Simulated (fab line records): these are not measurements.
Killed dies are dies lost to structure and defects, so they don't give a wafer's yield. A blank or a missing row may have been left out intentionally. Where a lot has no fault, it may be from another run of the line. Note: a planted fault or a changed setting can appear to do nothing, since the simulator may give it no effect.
fab line records	flow nandHarc
record: lots: 11	wafers: 31	lastDay: 24
route steps=1159 shown A_STAIRCASE@583 END@1159
lots with no fault: from the same line, run without faults
startH: the number of hours between the record's first day and the start of the first shown wafer of the lot	waitH: how many hours have passed since the lot's step before this one	" as in the row above	L1.1+2: several wafers, shown together as one row	- either no value or no given start	* or withheld: withheld	< > ~ a bound
route shown NAME@n: names a module that has steps shown in the file, with the first one's number in the route	usual: mean/standard deviation taken from wafers without a fault	same: alike in all rows	chamber/n: place in a boat	sites: readings site by site	_std_site: standard deviation across them	_edge_site: mean of outer sites minus mean of inner sites	radiusMm: how far each site lies from the wafer's centre	mask NAME#n: copy n	behind: the most recent tool/chamber to have shaped the wafer	hold: cause of the lot's hold/its duration in hours/its outcome	device: the n, p or np transistor that did not switch	end of line: the tests these same wafers got at the end of their route	a step given without rows: its recipe and nothing more	killed: dies that structure and defects cost at the first sort, which is not the same as the wafer's yield	map: a wafer's dies, x killed, . not, _ none there
set.NAME: the setting as run; set.NAME@STEP: as run at that earlier step	model.NAME: the simulator's own value behind a step, which no gauge read
steps of the route over a sample of lots; a table a step, a row a wafer
services: the hour from which a tool's chamber was out of use, counted from the record's first day as startH (under 0 if before that day), plus the number of hours and why
== steps ==
step: NHARC_A_STAIRCASE_TRIM_189
recipe: timeS: 211.2	o2FlowSccm: 500	arFlowSccm: 0	biasW: 0	chemistry: O2
usual: drypumpMotorCurrentA: 5.68/0.27	oesProductAu: 1.001/0.01	rfVppV: 57.6/0.84	showerheadPlenumPTorr: 3.47/0.14	throttleValvePct: 17.037/0.0092
lot.wafer	tool	chamber	startH	waitH	drypumpMotorCurrentA	oesProductAu	rfHoursCounterH	rfVppV	showerheadPlenumPTorr	throttleValvePct
L423.1	rieDiel-02	3	-	-	5.67	1.000	32	56.9	3.57	17.045
L423.3	"	0	"	"	5.10	1.007	34	56.5	3.29	17.030
L423.6	"	3	"	"	5.73	1.011	-	58.5	3.57	17.024
L427.4	rieDiel-05	3	-	-	5.56	0.985	34	58.8	3.66	17.032
L427.1	"	0	"	"	5.63	0.981	30	57.8	3.39	17.022
L427.6	"	3	"	"	5.58	0.998	-	58.7	3.66	17.023
L432.5	rieDiel-02	0	-	-	5.11	1.003	-	57.2	3.28	17.046
L432.6	"	1	"	"	6.02	1.012	-	58.1	3.49	17.043
L433.5	rieDiel-05	0	-	-	5.61	0.988	-	57.7	3.39	17.046
L433.6	"	1	"	"	5.70	1.002	-	57.8	3.60	17.032
L436.3	rieDiel-02	2	-	-	5.87	1.024	55	57.4	3.32	17.023
L436.4	"	3	"	"	5.67	1.008	58	56.2	3.55	17.036
L436.5	"	3	"	"	5.68	1.020	-	58.0	3.56	17.041
L438.3	rieDiel-05	3	-	-	5.55	0.983	61	59.1	3.65	17.038
L438.4	"	0	"	"	5.61	0.988	54	58.5	3.38	17.048
L438.6	"	0	"	"	5.60	0.988	-	57.7	3.38	17.033
L437.4	rieDiel-05	1	-	-	5.69	1.007	51	57.5	3.60	17.034
L437.1	"	3	"	"	5.56	1.002	61	57.2	3.65	17.044
L437.6	"	0	"	"	5.63	0.999	-	55.9	3.38	17.046
L439.2	rieDiel-11	2	-	-	5.98	0.998	51	57.4	3.36	17.027
L439.4	"	0	"	"	6.16	1.007	-	57.5	3.36	17.036
L439.5	"	1	"	"	5.65	0.988	-	56.4	3.32	17.047
L441.1	rieDiel-02	1	-	-	6.02	1.000	1	57.4	3.48	17.038
L441.4	"	2	"	"	5.85	1.011	1	57.4	3.32	17.033
L441.5	"	0	"	"	5.11	1.019	-	58.0	3.81	17.036
L445.1	rieDiel-05	0	-	-	5.63	1.005	9	56.8	3.37	17.037
L445.3	"	2	"	"	5.50	1.013	6	56.7	3.56	17.043
L445.5	"	0	"	"	5.65	1.010	-	55.9	3.37	17.028
L446.1	rieDiel-11	3	-	-	5.38	1.005	2	58.1	3.65	17.023
L446.5	"	0	"	"	6.13	1.010	-	58.2	3.35	17.019
L446.6	"	1	"	"	5.62	1.004	-	57.3	3.31	17.037
step: NHARC_A_STAIRCASE_ETCH_190
recipe: targetDepthA: 1000	timeS: 40.5	ionEnergyEv: 400	c4f8FlowSccm: 20	o2FlowSccm: 10	arFlowSccm: withheld	rfW: 600	biasW: 1000	chemistry: C4F8/O2
usual: oesProductAu: 0.942/0.012	rfVppV: 895/5.2
lot.wafer	tool	chamber	startH	waitH	oesProductAu	rfHoursCounterH	rfVppV
L423.1	rieDiel-02	1	-	-	0.943	31	895
L423.3	"	3	"	"	0.955	33	897
L423.6	"	1	"	"	0.948	-	896
L427.4	rieDiel-05	2	-	-	0.939	35	898
L427.1	"	1	"	"	0.944	31	899
L427.6	"	2	"	"	0.934	-	899
L432.6	rieDiel-02	3	-	-	0.940	-	897
L432.5	"	0	"	"	0.942	-	885
L433.5	rieDiel-05	0	-	-	0.927	-	891
L433.6	"	1	"	"	0.942	-	899
L436.4	rieDiel-02	1	-	-	0.946	59	895
L436.3	"	2	"	"	0.949	55	888
L436.5	"	0	"	"	0.951	-	886
L438.3	rieDiel-05	0	-	-	0.928	54	891
L438.4	"	1	"	"	0.947	51	899
L438.6	"	3	"	"	0.947	-	900
L437.1	rieDiel-05	2	-	-	0.932	63	899
L437.4	"	0	"	"	0.934	55	891
L437.6	"	3	"	"	0.934	-	900
L439.2	rieDiel-11	2	-	-	0.933	51	890
L439.5	"	2	"	"	0.929	-	890
L439.4	"	0	"	"	0.945	-	891
L441.1	rieDiel-02	3	-	-	0.931	1	897
L441.4	"	2	"	"	0.927	1	889
L441.5	"	3	"	"	0.933	-	898
L445.1	rieDiel-05	2	-	-	0.953	7	897
L445.3	"	0	"	"	0.938	9	889
L445.5	"	2	"	"	0.949	-	896
L446.1	rieDiel-11	0	-	-	0.944	3	890
L446.5	"	3	"	"	0.939	-	899
L446.6	"	0	"	"	0.953	-	891
step: NHARC_A_STAIRCASE_TRIM_198
recipe: timeS: 211.2	o2FlowSccm: 500	arFlowSccm: 0	biasW: 0	chemistry: O2
usual: drypumpMotorCurrentA: 5.71/0.29	oesProductAu: 1.002/0.0099	rfVppV: 57.6/0.9	showerheadPlenumPTorr: 3.46/0.14	throttleValvePct: 17.038/0.0084
lot.wafer	tool	chamber	startH	waitH	drypumpMotorCurrentA	oesProductAu	rfHoursCounterH	rfVppV	showerheadPlenumPTorr	throttleValvePct
L423.3	rieDiel-05	1	-	-	5.67	1.003	26	58.9	3.61	17.051
L423.1	"	0	"	"	5.61	0.982	26	56.2	3.39	17.022
L423.6	"	1	"	"	5.67	1.002	-	59.3	3.61	17.045
L427.4	rieDiel-05	2	-	-	5.47	1.000	36	58.8	3.58	17.031
L427.1	"	3	"	"	5.57	1.001	35	57.5	3.66	17.042
L427.6	"	2	"	"	5.50	0.990	-	57.9	3.58	17.027
L432.6	rieDiel-02	2	-	-	5.82	1.013	-	57.7	3.32	17.031
L432.5	"	3	"	"	5.69	1.018	-	57.6	3.56	17.043
L433.6	rieDiel-02	2	-	-	5.83	1.008	-	58.0	3.32	17.032
L433.5	"	3	"	"	5.69	1.012	-	56.7	3.56	17.043
L436.3	rieDiel-05	3	-	-	5.54	0.995	52	58.3	3.65	17.043
L436.5	"	2	"	"	5.48	0.993	-	56.6	3.57	17.046
L436.4	"	3	"	"	5.53	0.994	-	57.6	3.65	17.045
L438.3	rieDiel-11	2	-	-	5.95	1.003	47	58.9	3.36	17.043
L438.6	"	0	"	"	6.11	1.007	-	57.0	3.37	17.025
L438.4	"	1	"	"	5.61	0.995	-	56.4	3.32	17.034
L437.1	rieDiel-11	1	-	-	5.60	0.993	46	56.3	3.32	17.036
L437.4	"	0	"	"	6.13	1.005	-	57.5	3.37	17.027
L437.6	"	1	"	"	5.62	0.990	-	57.7	3.32	17.038
L439.2	rieDiel-11	2	-	-	5.94	0.996	52	58.0	3.36	17.034
L439.5	"	0	"	"	6.09	1.006	-	57.6	3.36	17.037
L439.4	"	1	"	"	5.59	0.992	-	58.1	3.32	17.031
L441.1	rieDiel-11	0	-	-	6.12	1.008	48	57.1	3.36	17.030
L441.4	"	2	"	"	5.94	0.993	-	57.2	3.36	17.052
L441.5	"	0	"	"	6.13	1.008	-	57.0	3.36	17.039
L445.1	rieDiel-05	2	-	-	5.49	0.999	7	58.8	3.56	17.036
L445.3	"	3	"	"	5.57	1.001	9	57.9	3.64	17.045
L445.5	"	3	"	"	5.58	1.005	-	57.6	3.64	17.042
L446.1	rieDiel-11	0	-	-	6.16	1.010	3	58.4	3.35	17.033
L446.5	"	3	"	"	5.38	1.002	-	58.9	3.65	17.037
L446.6	"	0	"	"	6.13	1.000	-	57.6	3.35	17.038
step: NHARC_A_STAIRCASE_ETCH_199
recipe: targetDepthA: 1000	timeS: 40.5	ionEnergyEv: 400	c4f8FlowSccm: 20	o2FlowSccm: 10	arFlowSccm: withheld	rfW: 600	biasW: 1000	chemistry: C4F8/O2
usual: oesProductAu: 0.943/0.014	rfVppV: 893/5.2
lot.wafer	tool	chamber	startH	waitH	oesProductAu	rfHoursCounterH	rfVppV
L423.1	rieDiel-05	0	247.00	-	0.935	26	893
L423.3	"	1	"	"	0.941	26	900
L423.6	"	0	"	"	0.922	-	891
L427.1	rieDiel-05	0	262.37	-	0.916	31	891
L427.4	"	1	"	"	0.934	32	899
L427.6	"	3	"	"	0.922	-	899
L432.5	rieDiel-02	3	297.44	-	1.106	-	898
L432.6	"	0	"	"	1.107	-	886
L433.5	rieDiel-02	3	306.23	-	1.105	-	897
L433.6	"	2	"	"	1.102	-	888
L436.3	rieDiel-05	3	312.23	-	0.935	52	901
L436.4	"	3	"	"	0.937	-	900
L436.5	"	0	"	"	0.928	-	889
L438.3	rieDiel-11	1	331.27	-	0.922	46	888
L438.6	"	2	"	"	0.935	-	891
L438.4	"	0	"	"	0.930	-	890
L437.1	rieDiel-11	1	331.67	-	0.936	46	888
L437.6	"	2	"	"	0.941	-	889
L437.4	"	0	"	"	0.946	-	891
L439.2	rieDiel-11	2	341.71	-	0.944	52	888
L439.4	"	2	"	"	0.935	-	890
L439.5	"	1	"	"	0.943	-	889
L441.1	rieDiel-11	1	342.39	-	0.933	51	889
L441.5	"	2	"	"	0.934	-	890
L441.4	"	0	"	"	0.949	-	891
L445.3	rieDiel-05	0	374.38	-	0.930	9	890
L445.1	"	2	"	"	0.930	7	897
L445.5	"	0	"	"	0.918	-	890
L446.1	rieDiel-11	2	388.42	-	0.948	3	889
L446.6	"	3	"	"	0.936	-	901
L446.5	"	0	"	"	0.948	-	889
step: NHARC_END_SORT_01
recipe: tempC: 25
usual: killedAtArray: 29/11	killedAtOther: 0.7/1.1	killedAtPeriphery: 3.1/2	killedDies: 33/11	killedOpen: 3.5/1.8	killedShort: 2.0/1.4
same: grossDies: 677
lot.wafer	tool	chamber	startH	waitH	killedAtArray	killedAtOther	killedAtPeriphery	killedDies	killedOpen	killedShort
L433.5	prober-01	0	521.31	3.6	556	0	4	560	3	2
L433.6	prober-01	0	522.09	3.9	583	0	7	590	8	3
killed by level:class
L433.5 A_STAIRCASE:areaEtch=524 A_SLIT:chamberFilmFlake=11 A_STAIRCASE:chamberFilmFlake=6 A_CONTACT:chamberFilmFlake=6 A_CHANNEL_HOLE_D1:chamberFilmFlake=3 A_WL_FILL:geometricParticle:open=2 P_ZERO_WELL:chamberFilmFlake=2 P_M0:geometricParticle:open=1
L433.6 A_STAIRCASE:areaEtch=553 A_SLIT:chamberFilmFlake=13 P_ZERO_WELL:chamberFilmFlake=3 A_CHANNEL_HOLE_D1:chamberFilmFlake=3 A_STAIRCASE:chamberFilmFlake=3 A_CONTACT:chamberFilmFlake=3 A_CHANNEL_FILL_D1:geometricParticle:open=2 A_CONTACT:geometricParticle:open=2
== services ==
tool	chamber	startH	hours	kind
rieDiel-05	0	221.89	-	clean
rieDiel-05	1	221.89	-	clean
rieDiel-05	2	221.89	-	clean
rieDiel-05	3	221.89	-	clean
rieDiel-05	1	223.34	2.1	repair
rieDiel-11	3	230.67	8.3	repair
rieDiel-11	0	231.29	6.4	repair
rieDiel-05	0	246.51	-	clean
rieDiel-05	1	246.51	-	clean
rieDiel-05	2	246.51	-	clean
rieDiel-05	3	246.51	-	clean
rieDiel-05	0	271.01	-	clean
rieDiel-02	2	274.32	1.4	repair
rieDiel-11	3	278.25	3.4	repair
rieDiel-05	0	294.72	5.7	repair
rieDiel-02	0	303.23	3.9	repair
rieDiel-05	1	305.50	14.4	repair
rieDiel-11	3	319.62	27.1	repair
rieDiel-11	2	319.79	1.4	repair
rieDiel-02	-	327.82	9.0	pm
rieDiel-05	-	340.70	9.0	pm
rieDiel-05	-	352.65	0.9	repair
rieDiel-11	-	367.18	9.0	pm
rieDiel-05	3	381.74	12.5	repair
== key ==
firstSign: step: NHARC_A_STAIRCASE_ETCH_199	reading: oesProductAu	direction: up	sigmas: 11	usual: 0.943	struck: 1.105
effect: step: NHARC_END_SORT_01	reading: killedDies	direction: up	sigmas: 51	usual: 33	struck: 575
moreKillsBornAt: NHARC_A_STAIRCASE_ETCH_199@rieDiel-02: 1077
metAt NHARC_A_STAIRCASE_ETCH_199
struckLots L432,L433
struckWafers L432.5,L432.6,L433.5,L433.6
laterRowsLeftOut L432.5,L432.6,L433.5,L433.6
sortLeftOut L432.5,L432.6
testerLeftOut L432,L433
notActingAt NHARC_A_STAIRCASE_TRIM_189,NHARC_A_STAIRCASE_ETCH_190,NHARC_A_STAIRCASE_TRIM_198
fault: kind: processParameterDrift	tool: rieDiel-02	chamber: -	onsetH: 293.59	steps: NHARC_A_STAIRCASE_ETCH_199	channel: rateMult	offset: 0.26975	shape: step	endH: 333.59	scope: struckWafersOnly
testerLeftOut: of these lots the tester's yield and bins aren't shown, on N5 and GAA mostly nor the transistor test; their killed dies are dies lost to structure and defects alone, not to doping, threshold or leakage, so they don't give the yield
sortLeftOut: the simulated sort isn't trusted on such a fault, so these wafers' sort isn't shown, and their yield isn't known
laterRowsLeftOut: the simulator's readings of these wafers behind a module that went badly wrong aren't trusted and aren't shown, but for the sort
